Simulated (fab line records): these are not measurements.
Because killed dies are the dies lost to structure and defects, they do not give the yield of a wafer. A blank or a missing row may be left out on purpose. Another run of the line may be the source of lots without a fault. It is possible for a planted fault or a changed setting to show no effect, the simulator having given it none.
A struck lot beside a sound one | flow nandHarc | 15 out of 1302 route steps
Sound: the wafers L199.1, L199.2, L199.4. The struck wafers were L205.1, L205.3, L205.6. The cause is given at the end.
At each step with rows: each side's tool, then ch and its chambers, then its first start. Under that, the readings that differ: sound wafers | struck wafers | difference of the means | sigmas: that difference in standard deviations of wafers without a fault.
alike: same words and numbers on both sides, and readings whose means sit less than 2 such deviations apart. not compared: any withheld reading, any reading some wafer has no value for, any bound like >300 that may hide the same value, and any number with overlapping values for which the record gives no deviation.
The two part at a step that has a row with sigmas, a row that says differs or no value, or rows on one side only. Numbers that have no deviation but don't overlap get no sigmas and don't part them. A reading that every wafer of one side lacks parts them only if that side has two wafers or more.

first, 8 steps without rows for these wafers: NHARC_THIN_TSV_DEHYDRATE_04 (time 120 s); NHARC_THIN_TSV_HMDS_05 (time 30 s); NHARC_THIN_TSV_COAT_06; NHARC_THIN_TSV_SOFTBAKE_07 (time 95 s); NHARC_THIN_TSV_EBR_08; NHARC_THIN_TSV_EXPOSE_09 (exposes mask TSV); NHARC_THIN_TSV_PEB_10 (peb time 85 s); NHARC_THIN_TSV_DEVELOP_11 (time 70 s).
NHARC_THIN_TSV_CD_MEAS_12: the cd target is 1000 nm.
  sound on cdSem-03 ch 0, day 28 07:28; struck on cdSem-02 ch 0, day 30 01:31
  alike: cdNm
then, 1 step without rows for these wafers: NHARC_THIN_TSV_HARDBAKE_13 (time 80 s).
NHARC_THIN_TSV_DESCUM_14: chemistry O2, time 3 s.
  sound on rieDiel-03 ch 1,2,3, day 28 07:39; struck on rieDiel-11 ch 0,3, day 30 01:41
  alike: drypumpMotorCurrentA, oesProductAu, rfVppV, showerheadPlenumPTorr, throttleValvePct
  not compared: rfHoursCounterH
NHARC_THIN_TSV_ETCH_44: etches the open film in CF4/O2, target depth 1594.2 nm, time 797.1 s.
  sound on rieDiel-03 ch 0,1,3, day 28 07:44; struck on rieDiel-11 ch 2,3, day 30 01:46
reading         | sound             | struck            | difference | sigmas
rfFwdPowerW (W) | 300.1 297.8 298.7 | 299.5 301.1 300.7 | +1.6       | +2
  alike: biasW, cf4FlowSccm, drypumpMotorCurrentA, oesProductAu, rfVppV, showerheadPlenumPTorr, throttleValvePct
  not compared: rfHoursCounterH
NHARC_THIN_TSV_ETCH_15: target depth 3000 nm, bosch target overetch cycles 2, bosch etch step 2.8 s.
  sound on rieSi-01 ch 1,2,3, day 28 08:19; struck on rieSi-06 ch 1,2, day 30 02:20
  no value came back on the struck wafers for boschCycles, boschDepStepS (s), drypumpMotorCurrentA (A), rfHoursCounterH (h); on the sound wafers boschCycles reads 14 14 14
NHARC_THIN_TSV_CD_MEAS_16:
  sound on cdSem-03 at day 28 08:27; struck on cdSem-02 at day 30 02:29
  alike: cdNm
NHARC_END_SORT_01:
  sound on prober-02 ch 0, day 28 23:42; struck on prober-01 ch 0, day 30 15:26
reading                | sound    | struck                                                            | difference                   | sigmas
hold                   | - - -    | awaitDispo/3.1h/scrap awaitDispo/3.1h/scrap awaitDispo/3.1h/scrap | no value on the sound wafers | 
defectLimitedYield (%) | 92 92 93 | 0 0 0                                                             | -92                          | -30
killedAtOther          | 0 0 1    | 589 604 593                                                       | +595                         | +99 or more
killedAtPeriphery      | 3 2 2    | 7 8 7                                                             | +5                           | +2
killedDies             | 51 53 48 | 677 677 677                                                       | +626                         | +30
  alike: killedAtArray, killedOpen, killedShort

== WHERE THEY PART ==
Last at NHARC_END_SORT_01 as far as this record goes, first at NHARC_THIN_TSV_ETCH_44.

WHY: the cause the simulator had injected
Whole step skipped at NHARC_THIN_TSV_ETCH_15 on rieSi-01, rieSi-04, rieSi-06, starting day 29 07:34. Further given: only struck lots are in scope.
